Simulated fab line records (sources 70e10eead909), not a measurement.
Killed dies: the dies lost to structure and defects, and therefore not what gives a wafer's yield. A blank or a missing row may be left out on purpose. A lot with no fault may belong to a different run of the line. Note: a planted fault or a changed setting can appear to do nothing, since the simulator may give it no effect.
fab line records	flow nandHarc
[record] lots = 13	wafers = 35	lastDay = 24
route steps=1159 shown A_SLIT@779 A_SIN_REMOVE@808 END@1159
lots untouched by any fault: they come from a run of this same line in which no faults occurred
startH: hours from the record's opening day to when the first of the lot's shown wafers began	waitH: time in hours since the lot's previous step	" the same as in the row above	L1.1+2: a single row standing in for several wafers	- either no value or no given start	* or withheld: withheld	< > ~ a bound
route shown NAME@n: NAME is a module with steps in the file, n the number in the route of the first one	usual: the fault-free wafers' mean and standard deviation	same: alike in all rows	chamber/n: place in a boat	sites: each site's reading	_std_site: how widely they spread, as a standard deviation	_edge_site: inner sites' mean taken away from outer sites' mean	radiusMm: for every site, how far away it sits from the centre of the wafer	mask NAME#n: copy n	behind: tool/chamber where the wafer was last shaped	hold: why the lot went on hold/how many hours it stayed there/how the hold came to an end	device: names the non-switching transistor (n, p or np)	end of line: at the end of the route, the tests of the same wafers	for a step that has no rows: nothing shown but its recipe	killed: not the wafer's yield, but the dies lost to structure and defects at the first sort	map: a wafer's dies, marking killed ones x, the rest . and places with no die _
set.NAME: the run value of the setting; set.NAME@STEP: its run value at that earlier step	model.NAME: the simulator's own value behind a step, which no gauge read
the route's steps for a sample of lots (tables are steps, rows are wafers)
services: the hour from which a tool's chamber was out of use, counted from the record's first day as startH (under 0 if before that day), plus the number of hours and why
[[steps]]
[step NHARC_A_SLIT_DEP_25]
[recipe] targetThkA = 2000	tempC = 400	pressureTorr = 6.5	rfW = 900	teosFlowSccm = 161.4	flowSccm = 2650	targetThkNm = 200	gas = O2	material = SiO2
[usual] heaterPowerW = 582/58	throttleValvePct = 15.9/0.64
lot.wafer	tool	chamber	startH	waitH	heaterPowerW	throttleValvePct
L266.2	pecvd-02	1	322.67	0.1	696	16.0
L266.5	"	2	"	"	676	15.1
L266.6	"	0	"	"	528	17.3
L264.2	pecvd-04	0	322.89	0.2	486	15.6
L264.3	"	0	"	"	497	15.6
L264.6	"	0	"	"	507	15.7
L271.1	pecvd-02	0	355.06	0.1	524	16.5
L273.3	pecvd-03	2	364.95	0.1	559	15.3
L272.2	pecvd-02	1	365.04	0.1	557	15.7
L272.4	"	2	"	"	519	15.2
L272.6	"	1	"	"	569	15.7
L274.1	pecvd-02	2	377.32	0.1	606	14.8
L274.6	"	1	"	"	585	15.9
L274.5	"	2	"	"	632	14.8
L279.3	pecvd-04	1	407.31	0.1	553	16.3
L279.2	"	2	"	"	627	16.7
L279.5	"	1	"	"	563	16.3
L278.2	pecvd-04	2	407.55	0.3	569	16.7
L278.4	"	2	"	"	579	16.9
L278.5	"	0	"	"	592	15.4
L281.1	pecvd-02	0	413.22	0.1	489	16.7
L281.6	"	0	"	"	504	16.6
L281.5	"	2	"	"	625	14.9
L284.1	pecvd-02	1	431.06	0.1	621	15.9
L284.3	"	2	"	"	556	15.1
L284.5	"	0	"	"	469	16.8
L285.3	pecvd-03	1	431.79	0.8	630	16.1
L285.5	"	2	"	"	656	15.5
L285.6	"	0	"	"	590	16.2
L286.1	pecvd-02	1	431.83	0.8	548	15.9
L286.2	"	2	"	"	630	14.9
L286.3	"	0	"	"	486	16.6
L287.3	pecvd-02	0	461.12	0.1	540	16.6
L287.2	"	1	"	"	684	16.1
L287.5	"	0	"	"	546	16.6
[step NHARC_A_SLIT_DEP_23]
[recipe] targetThkA = 1000	targetThkNm = 100	tempC = 400	pressureTorr = 3.5	flowSccm = 200	rfW = 350	material = SiON
[usual] heaterPowerW = 787/58
lot.wafer	tool	chamber	startH	waitH	heaterPowerW
L266.2	pecvd-03	2	324.99	1.3	863
L266.5	"	2	"	"	854
L266.6	"	0	"	"	742
L264.2	pecvd-03	1	326.62	1.3	807
L264.3	"	0	"	"	765
L264.6	"	0	"	"	766
L271.1	pecvd-03	2	360.87	1.7	924
L273.3	pecvd-02	2	368.33	1.0	836
L272.2	pecvd-03	0	368.72	1.4	736
L272.6	"	2	"	"	911
L272.4	"	1	"	"	819
L274.1	pecvd-02	0	379.61	1.7	718
L274.5	"	0	"	"	737
L274.6	"	1	"	"	784
L279.2	pecvd-02	0	409.62	1.4	723
L279.3	"	1	"	"	841
L279.5	"	2	"	"	798
L278.2	pecvd-02	0	409.93	1.4	728
L278.4	"	2	"	"	739
L278.5	"	0	"	"	730
L281.1	pecvd-04	1	415.60	1.7	773
L281.5	"	1	"	"	792
L281.6	"	0	"	"	784
L284.3	pecvd-02	1	433.38	1.0	860
L284.1	"	2	"	"	836
L284.5	"	2	"	"	834
L285.3	pecvd-02	0	434.10	1.0	730
L285.5	"	1	"	"	839
L285.6	"	2	"	"	734
L286.1	pecvd-02	0	434.49	1.7	723
L286.3	"	1	"	"	858
L286.2	"	2	"	"	732
L287.2	pecvd-03	0	464.40	1.3	779
L287.3	"	2	"	"	813
L287.5	"	0	"	"	776
[step NHARC_A_SLIT_ETCH_17]
[recipe] biasV = 900	sourceW = withheld	pressureMtorr = 20	arFlowSccm = 375	c4f8FlowSccm = 83.3	o2FlowSccm = 41.7	timeS = 1687.5	targetDepthA = 1.01e+05	chemistry = C4F8/O2/Ar
[usual] drypumpMotorCurrentA = 5.7/0.38	o2FlowSccm = 41.69/0.12	showerheadPlenumPTorr = 3.59/0.1	throttleValvePct = 32.046/0.008
[same] timeS = 1687.5
lot.wafer	tool	chamber	startH	waitH	drypumpMotorCurrentA	o2FlowSccm	rfHoursCounterH	showerheadPlenumPTorr	throttleValvePct
L266.2	harEtch-02	0	327.64	-	5.8	41.54	171	3.53	32.037
L266.6	"	0	328.65	-	5.9	41.73	-	3.53	32.042
L266.5	"	1	"	"	6.2	41.62	-	3.53	32.035
L264.2	harEtch-01	0	330.92	-	5.6	41.70	8	3.79	32.051
L264.3	"	1	"	"	5.2	41.57	-	3.58	32.037
L264.6	"	0	"	"	5.7	41.60	-	3.79	32.055
L271.1	harEtch-02	1	362.69	-	6.2	41.75	181	3.52	32.046
L273.3	harEtch-02	1	373.08	-	6.2	41.75	-	3.52	32.049
L272.2	harEtch-02	0	374.51	-	5.9	41.67	188	3.52	32.049
L272.4	"	1	"	"	6.2	41.54	-	3.52	32.049
L272.6	"	0	"	"	5.9	41.69	-	3.52	32.039
L274.1	harEtch-02	0	381.11	-	5.9	41.79	189	3.52	32.040
L274.5	"	0	"	"	5.8	41.84	-	3.52	32.070
L274.6	"	1	"	"	6.2	41.53	-	3.52	32.032
L279.2	harEtch-01	1	413.29	-	5.2	41.63	52	3.56	32.053
L279.3	"	1	"	"	5.2	41.85	-	3.56	32.048
L279.5	"	1	"	"	5.2	41.71	-	3.56	32.053
L278.2	harEtch-01	1	414.97	-	5.2	41.62	54	3.56	32.040
L278.4	"	0	"	"	5.7	41.78	-	3.77	32.034
L278.5	"	1	"	"	5.2	41.79	-	3.56	32.050
L281.1	harEtch-01	0	417.36	-	5.7	41.68	55	3.76	32.046
L281.5	"	1	"	"	5.1	41.57	-	3.56	32.040
L281.6	"	0	"	"	5.7	41.69	-	3.76	32.043
L284.1	harEtch-01	1	435.23	-	5.1	41.69	58	3.55	32.035
L284.3	"	1	"	"	5.2	41.69	-	3.55	32.034
L284.5	"	1	"	"	5.2	41.75	-	3.55	32.051
L285.3	harEtch-02	1	436.11	-	6.2	41.75	-	3.51	32.037
L285.5	"	1	"	"	6.2	41.57	-	3.51	32.056
L285.6	"	0	"	"	5.8	41.65	-	3.51	32.056
L286.2	harEtch-01	0	436.64	-	5.6	41.59	60	3.76	32.038
L286.1	"	1	"	"	5.2	41.75	60	3.55	32.043
L286.3	"	0	"	"	5.7	41.73	-	3.76	32.026
L287.2	harEtch-02	1	468.40	-	6.2	41.73	220	3.50	32.039
L287.3	"	0	"	"	5.9	41.73	-	3.51	32.072
L287.5	"	0	"	"	5.8	41.67	-	3.51	32.033
[step NHARC_A_SLIT_ETCH_26]
[recipe] biasV = 400	sourceW = 2000	pressureMtorr = 25	timeS = 90	arFlowSccm = 375	c4f8FlowSccm = 41.7	o2FlowSccm = 83.3	targetDepthA = 4000	chemistry = C4F8/O2/Ar
[usual] drypumpMotorCurrentA = 5.7/0.38	o2FlowSccm = 83.34/0.25	showerheadPlenumPTorr = 3.62/0.11	throttleValvePct = 27.621/0.0097
[same] timeS = 90
lot.wafer	tool	chamber	startH	waitH	drypumpMotorCurrentA	o2FlowSccm	rfHoursCounterH	showerheadPlenumPTorr	throttleValvePct
L266.2	harEtch-02	0	329.15	1.3	5.8	83.39	172	3.56	27.629
L266.6	"	0	"	"	5.8	83.53	-	3.56	27.632
L266.5	"	1	"	"	6.2	83.53	-	3.56	27.626
L264.2	harEtch-01	0	332.19	1.0	5.7	83.26	9	3.83	27.617
L264.3	"	1	"	"	5.2	83.39	-	3.61	27.622
L264.6	"	0	"	"	5.6	83.06	-	3.83	27.629
L271.1	harEtch-02	1	363.97	1.0	6.2	83.51	182	3.55	27.601
L273.3	harEtch-02	1	374.14	0.8	6.2	82.84	-	3.55	27.619
L272.2	harEtch-02	0	375.78	1.0	5.8	83.76	189	3.55	27.614
L272.4	"	1	"	"	6.2	83.23	-	3.55	27.634
L272.6	"	0	"	"	5.8	83.63	-	3.55	27.633
L274.1	harEtch-02	0	382.60	1.2	5.8	83.20	191	3.55	27.625
L274.5	"	0	"	"	5.8	83.91	-	3.55	27.626
L274.6	"	1	"	"	6.2	83.52	-	3.55	27.623
L279.2	harEtch-01	1	414.78	1.2	5.2	83.22	53	3.59	27.613
L279.3	"	1	"	"	5.2	82.97	-	3.59	27.619
L279.5	"	1	"	"	5.2	83.79	-	3.59	27.620
L278.2	harEtch-01	1	416.46	1.2	5.2	83.06	55	3.59	27.616
L278.4	"	0	"	"	5.6	83.23	-	3.80	27.612
L278.5	"	1	"	"	5.2	83.11	-	3.59	27.617
L281.1	harEtch-01	0	418.64	1.0	5.6	83.48	56	3.80	27.613
L281.5	"	1	"	"	5.2	83.09	-	3.58	27.632
L281.6	"	0	"	"	5.6	83.39	-	3.80	27.620
L284.1	harEtch-01	1	436.48	1.0	5.2	83.43	59	3.58	27.601
L284.3	"	1	"	"	5.2	83.37	-	3.58	27.626
L284.5	"	1	"	"	5.2	83.06	-	3.58	27.633
L285.3	harEtch-02	1	437.15	0.8	6.2	83.29	-	3.54	27.634
L285.5	"	1	"	"	6.2	83.66	-	3.54	27.603
L285.6	"	0	"	"	5.9	83.08	-	3.54	27.621
L286.2	harEtch-01	0	438.13	1.2	5.6	83.55	61	3.80	27.628
L286.1	"	1	"	"	5.2	83.41	61	3.58	27.623
L286.3	"	0	"	"	5.6	83.44	-	3.80	27.618
L287.2	harEtch-02	1	469.86	1.2	6.2	83.31	222	3.53	27.631
L287.3	"	0	"	"	5.9	83.24	-	3.53	27.627
L287.5	"	0	"	"	5.9	83.28	-	3.53	27.604
[step NHARC_A_SIN_REMOVE_INSPECT_04]
[usual] rawDefectCount = 298/88
lot.wafer	tool	chamber	startH	waitH	hold	rawDefectCount
L266.2	defectInspect-01	-	338.00	0.0	-	415
L266.5	"	-	"	"	-	381
L266.6	"	-	"	"	-	369
L264.2	defectInspect-01	-	340.96	0.0	-	262
L264.3	"	-	"	"	-	318
L264.6	"	-	"	"	-	204
L271.1	defectInspect-02	-	372.83	0.0	awaitDispo/0.2h/release	1575
L271.1	defectInspect-02	-	373.00	0.2	-	1571
L273.3	defectInspect-01	-	382.93	0.0	awaitDispo/0.2h/release	1417
L273.3	defectInspect-01	-	383.10	0.2	-	1458
L272.2	defectInspect-02	-	382.93	0.0	awaitDispo/0.2h/release	242
L272.4	"	-	"	"	awaitDispo/0.2h/release	1177
L272.6	"	-	"	"	awaitDispo/0.2h/release	276
L272.2	defectInspect-02	-	383.10	0.2	-	241
L272.4	"	-	"	"	-	1181
L272.6	"	-	"	"	-	291
L274.1	defectInspect-02	-	391.41	0.0	awaitDispo/0.2h/release	218
L274.5	"	-	"	"	awaitDispo/0.2h/release	311
L274.6	"	-	"	"	awaitDispo/0.2h/release	1211
L274.1	defectInspect-02	-	391.59	0.2	-	217
L274.5	"	-	"	"	-	302
L274.6	"	-	"	"	-	1211
L278.2	defectInspect-01	-	423.66	0.0	-	204
L278.4	"	-	"	"	-	289
L278.5	"	-	"	"	-	285
L279.2	defectInspect-02	-	423.69	0.0	-	262
L279.3	"	-	"	"	-	380
L279.5	"	-	"	"	-	435
L281.1	defectInspect-02	-	427.43	0.0	-	291
L281.5	"	-	"	"	-	365
L281.6	"	-	"	"	-	252
L285.3	defectInspect-01	-	445.28	0.0	-	280
L285.5	"	-	"	"	-	378
L285.6	"	-	"	"	-	262
L284.1	defectInspect-02	-	445.28	0.0	-	174
L284.3	"	-	"	"	-	222
L284.5	"	-	"	"	-	278
L286.1	defectInspect-01	-	445.29	0.0	-	364
L286.2	"	-	"	"	-	368
L286.3	"	-	"	"	-	498
L287.2	defectInspect-01	-	478.80	0.0	-	261
L287.3	"	-	"	"	-	223
L287.5	"	-	"	"	-	250
[step NHARC_END_SORT_01]
[recipe] tempC = 25
[usual] killedAtArray = 24/7.4	killedAtOther = 0.5/0.81	killedAtPeriphery = 3.4/2.3	killedDies = 28/8	killedOpen = 3.4/1.8	killedShort = 2.0/1.4
[same] grossDies = 677
lot.wafer	tool	chamber	startH	waitH	killedAtArray	killedAtOther	killedAtPeriphery	killedDies	killedOpen	killedShort
L266.2	prober-02	0	442.93	2.8	24	0	3	27	5	1
L266.5	prober-02	0	445.34	3.7	23	2	5	30	3	0
L266.6	prober-02	0	446.14	4.0	21	2	2	25	5	0
L264.2	prober-01	0	450.78	2.8	19	2	3	24	5	0
L264.3	prober-01	0	451.57	3.1	10	4	5	19	8	2
L264.6	prober-01	0	453.93	3.9	20	2	0	22	5	2
L273.3	prober-02	0	499.25	3.1	61	0	0	61	3	1
L272.2	prober-01	0	499.90	2.8	27	0	1	28	3	1
L272.4	prober-01	0	501.49	3.4	72	2	0	74	0	1
L272.6	prober-01	0	503.08	4.0	39	1	1	41	2	3
L271.1	prober-02	0	512.74	2.5	62	0	4	66	6	0
L274.1	prober-01	0	514.61	2.5	30	0	7	37	3	1
L274.5	prober-01	0	517.84	3.7	25	0	9	34	6	2
L274.6	prober-01	0	518.65	4.0	65	0	7	72	4	2
L281.1	prober-01	0	538.29	2.5	30	2	5	37	5	5
L281.5	prober-01	0	541.47	3.7	24	1	2	27	3	1
L281.6	prober-01	0	542.27	4.0	26	0	2	28	1	1
L279.2	prober-01	0	546.83	2.8	16	0	3	19	2	2
L279.3	prober-01	0	547.62	3.1	34	0	1	35	2	2
L279.5	prober-01	0	549.19	3.6	33	0	3	36	5	3
L278.2	prober-01	0	554.57	2.8	15	2	2	19	3	2
L278.4	prober-01	0	556.18	3.4	17	1	2	20	1	4
L278.5	prober-01	0	556.98	3.7	19	2	2	23	2	2
L286.1	prober-02	0	563.62	2.5	27	1	1	29	4	1
L286.2	prober-02	0	564.41	2.8	47	0	5	52	5	3
L286.3	prober-02	0	565.21	3.1	32	1	4	37	6	3
// killed by level:class
L266.2 A_SLIT:chamberFilmFlake=8 A_CONTACT:chamberFilmFlake=6 A_WL_FILL:chamberFilmFlake=2 P_GATE:geometricParticle:open=1 P_CONTACT:geometricParticle:open=1 A_CHANNEL_FILL_D1:geometricParticle:short=1 A_CHANNEL_FILL_D1:geometricParticle:open=1 A_CONTACT:geometricParticle:open=1
L266.5 A_SLIT:chamberFilmFlake=9 P_ZERO_WELL:chamberFilmFlake=4 A_CONTACT:chamberFilmFlake=4 A_WL_FILL:chamberFilmFlake=3 A_ZERO_WELL:chamberFilmFlake=2 A_CHANNEL_HOLE_D1:chamberFilmFlake=2 P_CONTACT:geometricParticle:open=1 A_CHANNEL_HOLE_D1:geometricParticle:open=1
L266.6 A_SLIT:chamberFilmFlake=8 A_WL_FILL:chamberFilmFlake=3 A_CHANNEL_HOLE_D1:chamberFilmFlake=2 A_STAIRCASE:chamberFilmFlake=2 A_CONTACT:chamberFilmFlake=2 P_GATE:geometricParticle:open=1 A_CHANNEL_HOLE_D1:geometricParticle:open=1 A_CONTACT:geometricParticle:open=1
L264.2 A_CONTACT:chamberFilmFlake=4 A_SLIT:chamberFilmFlake=3 A_ZERO_WELL:chamberFilmFlake=2 A_CHANNEL_HOLE_D1:chamberFilmFlake=2 A_WL_FILL:chamberFilmFlake=2 A_BLC:chamberFilmFlake=2 THIN_TSV:chamberFilmFlake=2 P_STI:geometricParticle:open=1
L264.3 THIN_TSV:chamberFilmFlake=4 P_M1:geometricParticle:open=2 A_BLC:geometricParticle:open=2 A_CHANNEL_HOLE_D1:chamberFilmFlake=2 A_BLC:chamberFilmFlake=2 P_GATE:geometricParticle:open=1 P_GATE:geometricParticle:short=1 A_ONON_D1:geometricParticle:open=1
L264.6 A_CHANNEL_HOLE_D1:chamberFilmFlake=6 A_CONTACT:geometricParticle:open=2 A_ZERO_WELL:chamberFilmFlake=2 A_WL_FILL:chamberFilmFlake=2 A_CONTACT:chamberFilmFlake=2 THIN_TSV:chamberFilmFlake=2 A_ONON_D1:geometricParticle:open=1 A_ONON_D1:geometricParticle:short=1
L273.3 A_SLIT:unspecified=51 A_STAIRCASE:chamberFilmFlake=3 A_M0:geometricParticle:open=2 A_CHANNEL_FILL_D1:geometricParticle:open=1 A_M0:geometricParticle:short=1 A_SLIT:chamberFilmFlake=1 A_CONTACT:chamberFilmFlake=1 A_M1:chamberFilmFlake=1
L272.2 A_SLIT:chamberFilmFlake=8 A_CHANNEL_HOLE_D1:chamberFilmFlake=7 A_CONTACT:chamberFilmFlake=7 A_CONTACT:geometricParticle:open=2 A_WL_FILL:geometricParticle:short=1 A_M1:geometricParticle:open=1 P_GATE:chamberFilmFlake=1 A_STAIRCASE:chamberFilmFlake=1
L272.4 A_SLIT:unspecified=46 A_CHANNEL_HOLE_D1:chamberFilmFlake=14 A_CONTACT:chamberFilmFlake=8 A_STAIRCASE:chamberFilmFlake=2 A_WL_FILL:geometricParticle:short=1 A_SLIT:chamberFilmFlake=1 THIN_TSV:chamberFilmFlake=1 HYBRID_BOND:latent=1
L272.6 A_CHANNEL_HOLE_D1:chamberFilmFlake=16 A_SLIT:chamberFilmFlake=14 A_WL_FILL:geometricParticle:short=2 A_CONTACT:geometricParticle:open=2 A_STAIRCASE:chamberFilmFlake=2 A_CONTACT:chamberFilmFlake=2 A_CHANNEL_FILL_D1:geometricParticle:short=1 P_GATE:chamberFilmFlake=1
L271.1 A_SLIT:unspecified=43 A_CHANNEL_HOLE_D1:chamberFilmFlake=15 P_CONTACT:geometricParticle:open=2 A_STAIRCASE:chamberFilmFlake=2 P_M0:geometricParticle:open=1 P_M2:geometricParticle:open=1 A_CHANNEL_HOLE_D1:geometricParticle:open=1 A_CONTACT:geometricParticle:open=1
L274.1 A_SLIT:chamberFilmFlake=12 P_ZERO_WELL:chamberFilmFlake=5 A_CONTACT:chamberFilmFlake=5 A_CHANNEL_HOLE_D1:chamberFilmFlake=4 A_WL_FILL:chamberFilmFlake=4 A_CONTACT:geometricParticle:open=2 A_STAIRCASE:chamberFilmFlake=2 P_GATE:geometricParticle:short=1
L274.5 A_SLIT:chamberFilmFlake=10 A_CHANNEL_HOLE_D1:chamberFilmFlake=4 A_CONTACT:chamberFilmFlake=4 P_ZERO_WELL:chamberFilmFlake=3 A_CONTACT:geometricParticle:open=2 P_GATE:geometricParticle:open=1 P_CONTACT:geometricParticle:short=1 P_M1:geometricParticle:open=1
L274.6 A_SLIT:unspecified=50 P_ZERO_WELL:chamberFilmFlake=5 A_CHANNEL_HOLE_D1:chamberFilmFlake=3 A_STAIRCASE:chamberFilmFlake=3 A_CONTACT:geometricParticle:open=2 A_WL_FILL:chamberFilmFlake=2 A_CHANNEL_FILL_D1:geometricParticle:open=1 A_WL_FILL:geometricParticle:short=1
L281.1 A_CHANNEL_HOLE_D1:chamberFilmFlake=17 A_CONTACT:chamberFilmFlake=4 P_GATE:geometricParticle:open=2 A_ONON_D1:geometricParticle:short=2 P_ZERO_WELL:chamberFilmFlake=2 A_CHANNEL_HOLE_D1:geometricParticle:open=1 A_CHANNEL_FILL_D1:geometricParticle:short=1 A_STAIRCASE:geometricParticle:open=1
L281.5 A_CHANNEL_HOLE_D1:chamberFilmFlake=10 A_CONTACT:chamberFilmFlake=5 A_STAIRCASE:chamberFilmFlake=3 A_M0:geometricParticle:open=2 P_STI:chamberFilmFlake=2 A_ONON_D1:geometricParticle:open=1 A_CONTACT:geometricParticle:short=1 A_ZERO_WELL:chamberFilmFlake=1
L281.6 A_CHANNEL_HOLE_D1:chamberFilmFlake=15 A_CONTACT:chamberFilmFlake=4 P_STI:chamberFilmFlake=2 A_SGD_CUT:chamberFilmFlake=2 A_ONON_D1:geometricParticle:open=1 A_WL_FILL:geometricParticle:short=1 A_STAIRCASE:chamberFilmFlake=1 A_BLC:chamberFilmFlake=1
L279.2 A_CHANNEL_HOLE_D1:chamberFilmFlake=7 A_STAIRCASE:chamberFilmFlake=3 A_STAIRCASE:geometricParticle:open=2 P_GATE:chamberFilmFlake=2 P_CONTACT:geometricParticle:short=1 A_ONON_D1:geometricParticle:short=1 A_CHANNEL_FILL_D1:chamberFilmFlake=1 A_CONTACT:chamberFilmFlake=1
L279.3 A_CHANNEL_HOLE_D1:chamberFilmFlake=26 A_CONTACT:chamberFilmFlake=5 P_M0:geometricParticle:open=1 A_ONON_D1:geometricParticle:open=1 A_CHANNEL_FILL_D1:geometricParticle:short=1 A_SGD_CUT:geometricParticle:short=1
L279.5 A_CHANNEL_HOLE_D1:chamberFilmFlake=17 A_STAIRCASE:chamberFilmFlake=7 A_CONTACT:chamberFilmFlake=4 A_CONTACT:geometricParticle:open=3 P_CONTACT:geometricParticle:open=2 P_M0:geometricParticle:short=1 A_CHANNEL_HOLE_D1:geometricParticle:short=1 A_WL_FILL:geometricParticle:short=1
L278.2 A_CONTACT:chamberFilmFlake=5 A_CHANNEL_HOLE_D1:chamberFilmFlake=4 A_STAIRCASE:chamberFilmFlake=3 P_GATE:geometricParticle:open=2 A_WL_FILL:geometricParticle:short=2 THIN_TSV:chamberFilmFlake=2 A_M0:geometricParticle:open=1
L278.4 A_CHANNEL_HOLE_D1:chamberFilmFlake=5 A_STAIRCASE:chamberFilmFlake=4 A_CONTACT:chamberFilmFlake=4 A_WL_FILL:geometricParticle:short=3 P_M0:geometricParticle:short=1 A_ONON_D1:geometricParticle:open=1 P_GATE:chamberFilmFlake=1 THIN_TSV:chamberFilmFlake=1
L278.5 A_STAIRCASE:chamberFilmFlake=7 A_CONTACT:chamberFilmFlake=7 A_CHANNEL_HOLE_D1:chamberFilmFlake=3 P_M2:geometricParticle:open=1 A_CHANNEL_FILL_D1:geometricParticle:short=1 A_CHANNEL_FILL_D1:geometricParticle:open=1 P_ZERO_WELL:chamberFilmFlake=1 STARTING-WAFER:geometricParticle:short=1
L286.1 A_CHANNEL_HOLE_D1:chamberFilmFlake=10 A_STAIRCASE:chamberFilmFlake=7 A_CONTACT:chamberFilmFlake=5 P_CONTACT:geometricParticle:open=1 A_SGD_CUT:geometricParticle:short=1 A_SGD_CUT:geometricParticle:open=1 A_BLC:geometricParticle:open=1 A_M1:geometricParticle:open=1
L286.2 A_CHANNEL_HOLE_D1:chamberFilmFlake=20 A_CONTACT:chamberFilmFlake=11 A_STAIRCASE:chamberFilmFlake=7 A_CONTACT:geometricParticle:open=2 A_SLIT:chamberFilmFlake=2 P_M1:geometricParticle:open=1 P_M2:geometricParticle:open=1 A_ONON_D1:geometricParticle:short=1
L286.3 A_CHANNEL_HOLE_D1:chamberFilmFlake=13 A_CONTACT:chamberFilmFlake=8 A_STAIRCASE:chamberFilmFlake=4 A_WL_FILL:geometricParticle:short=2 P_CONTACT:geometricParticle:open=1 P_M0:geometricParticle:open=1 P_M2:geometricParticle:open=1 A_SOURCE_PLATE:geometricParticle:open=1
[[services]]
tool	chamber	startH	hours	kind
harEtch-01	-	305.08	17.0	pm
harEtch-01	0	305.08	17.0	ventCycle
harEtch-01	1	305.08	17.0	ventCycle
pecvd-04	2	318.49	14.3	repair
harEtch-01	0	322.08	-	clean
harEtch-01	0	322.08	-	consumableReplace:focusRing
harEtch-01	1	322.08	-	clean
harEtch-01	1	322.08	-	consumableReplace:focusRing
pecvd-02	-	334.04	13.0	pm
pecvd-02	0	334.04	13.0	ventCycle
pecvd-02	1	334.04	13.0	ventCycle
pecvd-02	2	334.04	13.0	ventCycle
pecvd-04	0	337.85	2.9	repair
pecvd-02	0	347.04	-	clean
pecvd-02	1	347.04	-	clean
pecvd-02	2	347.04	-	clean
pecvd-04	1	354.45	11.4	repair
pecvd-04	-	358.27	0.8	repair
pecvd-04	-	376.32	13.0	pm
harEtch-02	-	386.31	25.6	repair
pecvd-04	2	396.96	4.9	repair
pecvd-03	-	416.29	0.8	repair
pecvd-04	-	422.61	2.7	repair
pecvd-04	-	429.73	3.8	repair
[[key]]
[firstSign] step = NHARC_A_SIN_REMOVE_INSPECT_04	reading = visit	direction = added
[effect] step = NHARC_A_SIN_REMOVE_INSPECT_04	reading = rawDefectCount	direction = up	sigmas = 12	usual = 298	struck = 1345
[effect] step = NHARC_END_SORT_01	reading = killedAtArray	direction = up	sigmas = 5.5	usual = 24	struck = 65
[moreKillsBornAt] NHARC_A_SLIT_ETCH_17@harEtch-02 = 152
metAt NHARC_A_SLIT_ETCH_17
struckLots L271,L272,L273,L274
struckWafers L271.1,L272.4,L273.3,L274.6
testerLeftOut L271,L272,L273,L274
notActingAt NHARC_A_SLIT_DEP_25,NHARC_A_SLIT_DEP_23,NHARC_A_SLIT_ETCH_26
onsetBetween 327.64 362.69
[fault] kind = chamberParticleSource	tool = harEtch-02	chamber = 1	onsetH = 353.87	steps = NHARC_A_SLIT_ETCH_17	ratePerVisitCm2 = 1.5572	endH = 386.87
// testerLeftOut: of these lots the tester's yield and bins aren't shown, on N5 and GAA mostly nor the transistor test; their killed dies are dies lost to structure and defects alone, not to doping, threshold or leakage, so they don't give the yield
